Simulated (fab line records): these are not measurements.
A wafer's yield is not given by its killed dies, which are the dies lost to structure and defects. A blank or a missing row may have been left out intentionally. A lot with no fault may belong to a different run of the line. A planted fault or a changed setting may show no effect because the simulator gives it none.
What tool caused it? / flow nand_harc / 15 lots, 45 wafers sampled, at 2 steps of a route of 1159

== WHAT THE GAUGES SHOWED, per wafer ==
NHARC_A_CHANNEL_HOLE_D1_CD_MEAS_30.
lot=L387; measured=day 8 02:40; on=cd_sem-03; cd_nm (nm)=89.2 88.9 93.6
lot=L388; measured=day 9 02:13; on=cd_sem-02; cd_nm (nm)=90.9 90.1 90.1
lot=L389; measured=day 9 02:27; on=cd_sem-03; cd_nm (nm)=89.9 88.8 87.4
lot=L391; measured=day 9 19:20; on=cd_sem-01; cd_nm (nm)=91.0 87.8 88.4
lot=L394; measured=day 10 07:32; on=cd_sem-03; cd_nm (nm)=89.1 91.7 89.5
lot=L396; measured=day 10 14:46; on=cd_sem-03; cd_nm (nm)=88.8 89.0 89.5
lot=L400; measured=day 11 13:37; on=cd_sem-03; cd_nm (nm)=90.2 89.0 90.0
lot=L398; measured=day 11 20:07; on=cd_sem-02; cd_nm (nm)=89.2 90.1 90.6
lot=L401; measured=day 12 05:59; on=cd_sem-01; cd_nm (nm)=91.3 88.1 88.8
lot=L402; measured=day 12 07:19; on=cd_sem-03; cd_nm (nm)=89.7 89.7 91.3
lot=L405; measured=day 12 19:07; on=cd_sem-02; cd_nm (nm)=90.1 89.8 90.6
lot=L406; measured=day 13 14:13; on=cd_sem-02; cd_nm (nm)=90.5 88.3 89.7
lot=L408; measured=day 13 15:15; on=cd_sem-01; cd_nm (nm)=89.7 90.6 93.8
lot=L407; measured=day 13 18:12; on=cd_sem-02; cd_nm (nm)=91.0 91.4 90.7
lot=L409; measured=day 14 02:07; on=cd_sem-01; cd_nm (nm)=90.6 92.1 90.5

== WHICH TOOL RAN EACH LOT (tool, then ch and the chambers of the sampled wafers, then the start) ==
lot=L387; NHARC_A_CHANNEL_HOLE_D1_STRIP_27=rie_diel-03 ch 0,1,2, day 8 02:40 or earlier
lot=L388; NHARC_A_CHANNEL_HOLE_D1_STRIP_27=rie_diel-05 ch 1,3, day 9 02:13 or earlier
lot=L389; NHARC_A_CHANNEL_HOLE_D1_STRIP_27=rie_diel-10 ch 0,1,2, day 9 02:27 or earlier
lot=L391; NHARC_A_CHANNEL_HOLE_D1_STRIP_27=rie_diel-05 ch 0,2,3, day 9 19:20 or earlier
lot=L394; NHARC_A_CHANNEL_HOLE_D1_STRIP_27=rie_diel-05 ch 0,1,2, day 10 07:32 or earlier
lot=L396; NHARC_A_CHANNEL_HOLE_D1_STRIP_27=rie_diel-05 ch 0,3, day 10 14:46 or earlier
lot=L400; NHARC_A_CHANNEL_HOLE_D1_STRIP_27=rie_diel-05 ch 0,2,3, day 11 13:37 or earlier
lot=L398; NHARC_A_CHANNEL_HOLE_D1_STRIP_27=rie_diel-03 ch 0,1,2, day 11 20:07 or earlier
lot=L401; NHARC_A_CHANNEL_HOLE_D1_STRIP_27=rie_diel-03 ch 1,2, day 12 05:59 or earlier
lot=L402; NHARC_A_CHANNEL_HOLE_D1_STRIP_27=rie_diel-10 ch 0,2,3, day 12 07:19 or earlier
lot=L405; NHARC_A_CHANNEL_HOLE_D1_STRIP_27=rie_diel-03 ch 0,2,3, day 12 19:07 or earlier
lot=L406; NHARC_A_CHANNEL_HOLE_D1_STRIP_27=rie_diel-03 ch 0,2,3, day 13 14:13 or earlier
lot=L408; NHARC_A_CHANNEL_HOLE_D1_STRIP_27=rie_diel-05 ch 1,2, day 13 15:15 or earlier
lot=L407; NHARC_A_CHANNEL_HOLE_D1_STRIP_27=rie_diel-10 ch 0,3, day 13 18:12 or earlier
lot=L409; NHARC_A_CHANNEL_HOLE_D1_STRIP_27=rie_diel-05 ch 0,1, day 14 02:07 or earlier
- NHARC_A_CHANNEL_HOLE_D1_STRIP_27: strips in O2.

== WHAT THE TOOLS THEMSELVES READ (means of the sampled wafers that have a number; where no wafer has one, the mark that the record gives instead) ==
NHARC_A_CHANNEL_HOLE_D1_STRIP_27.
lot=L387; tool=rie_diel-03; drypump_motor_current_A (A)=5.7; oes_product_au (a.u.)=1.010; rf_vpp_V (V)=57.8; showerhead_plenum_p_Torr (Torr)=3.59; throttle_valve_pct (%)=17.036
lot=L388; tool=rie_diel-05; drypump_motor_current_A (A)=6.4; oes_product_au (a.u.)=1.005; rf_vpp_V (V)=57.9; showerhead_plenum_p_Torr (Torr)=3.69; throttle_valve_pct (%)=17.044
lot=L389; tool=rie_diel-10; drypump_motor_current_A (A)=5.6; oes_product_au (a.u.)=1.003; rf_vpp_V (V)=57.6; showerhead_plenum_p_Torr (Torr)=3.41; throttle_valve_pct (%)=17.039
lot=L391; tool=rie_diel-05; drypump_motor_current_A (A)=5.5; oes_product_au (a.u.)=1.002; rf_vpp_V (V)=57.4; showerhead_plenum_p_Torr (Torr)=3.56; throttle_valve_pct (%)=17.028
lot=L394; tool=rie_diel-05; drypump_motor_current_A (A)=5.8; oes_product_au (a.u.)=1.009; rf_vpp_V (V)=57.8; showerhead_plenum_p_Torr (Torr)=3.63; throttle_valve_pct (%)=17.039
lot=L396; tool=rie_diel-05; drypump_motor_current_A (A)=5.6; oes_product_au (a.u.)=0.996; rf_vpp_V (V)=58.7; showerhead_plenum_p_Torr (Torr)=3.59; throttle_valve_pct (%)=17.033
lot=L400; tool=rie_diel-05; drypump_motor_current_A (A)=5.5; oes_product_au (a.u.)=1.005; rf_vpp_V (V)=57.8; showerhead_plenum_p_Torr (Torr)=3.56; throttle_valve_pct (%)=17.034
lot=L398; tool=rie_diel-03; drypump_motor_current_A (A)=5.7; oes_product_au (a.u.)=1.020; rf_vpp_V (V)=57.1; showerhead_plenum_p_Torr (Torr)=3.59; throttle_valve_pct (%)=17.030
lot=L401; tool=rie_diel-03; drypump_motor_current_A (A)=5.6; oes_product_au (a.u.)=1.006; rf_vpp_V (V)=58.0; showerhead_plenum_p_Torr (Torr)=3.53; throttle_valve_pct (%)=17.034
lot=L402; tool=rie_diel-10; drypump_motor_current_A (A)=5.4; oes_product_au (a.u.)=0.997; rf_vpp_V (V)=57.8; showerhead_plenum_p_Torr (Torr)=3.52; throttle_valve_pct (%)=17.043
lot=L405; tool=rie_diel-03; drypump_motor_current_A (A)=5.8; oes_product_au (a.u.)=1.004; rf_vpp_V (V)=57.7; showerhead_plenum_p_Torr (Torr)=3.62; throttle_valve_pct (%)=17.041
lot=L406; tool=rie_diel-03; drypump_motor_current_A (A)=5.8; oes_product_au (a.u.)=1.000; rf_vpp_V (V)=58.0; showerhead_plenum_p_Torr (Torr)=3.62; throttle_valve_pct (%)=17.024
lot=L408; tool=rie_diel-05; drypump_motor_current_A (A)=6.2; oes_product_au (a.u.)=1.004; rf_vpp_V (V)=57.4; showerhead_plenum_p_Torr (Torr)=3.65; throttle_valve_pct (%)=17.031
lot=L407; tool=rie_diel-10; drypump_motor_current_A (A)=5.5; oes_product_au (a.u.)=1.005; rf_vpp_V (V)=57.7; showerhead_plenum_p_Torr (Torr)=3.53; throttle_valve_pct (%)=17.039
lot=L409; tool=rie_diel-05; drypump_motor_current_A (A)=5.9; oes_product_au (a.u.)=0.986; rf_vpp_V (V)=58.1; showerhead_plenum_p_Torr (Torr)=3.70; throttle_valve_pct (%)=17.040

== THE ANSWER, worked out from the rows above alone ==
Rule: usual is defined by the lots themselves. The widest of any qualifying gaps counts: lots, ordered by their means at a reading, are off when they make up no more than a third of the lots, leave a main group of 4 or more, and stand apart from it by 3 or more times the standard deviation of that group's means. A main group is skipped when, at the precision printed for the reading in the tables above, its means are all equal. A lot without any number at a reading at which 4 lots or more have one is off too. The other lots that the step has rows for count as sound. Order of review: gauges by route order, followed by the tools' own readings, for which a lot's mean as printed above is used. At the first step where some lot is off, the reading lying furthest off is the one used; lots without a number count as furthest.
Nothing can be told from this: no lot is off at any reading shown.

== WHAT WAS PUT IN BY THE SIMULATOR ==
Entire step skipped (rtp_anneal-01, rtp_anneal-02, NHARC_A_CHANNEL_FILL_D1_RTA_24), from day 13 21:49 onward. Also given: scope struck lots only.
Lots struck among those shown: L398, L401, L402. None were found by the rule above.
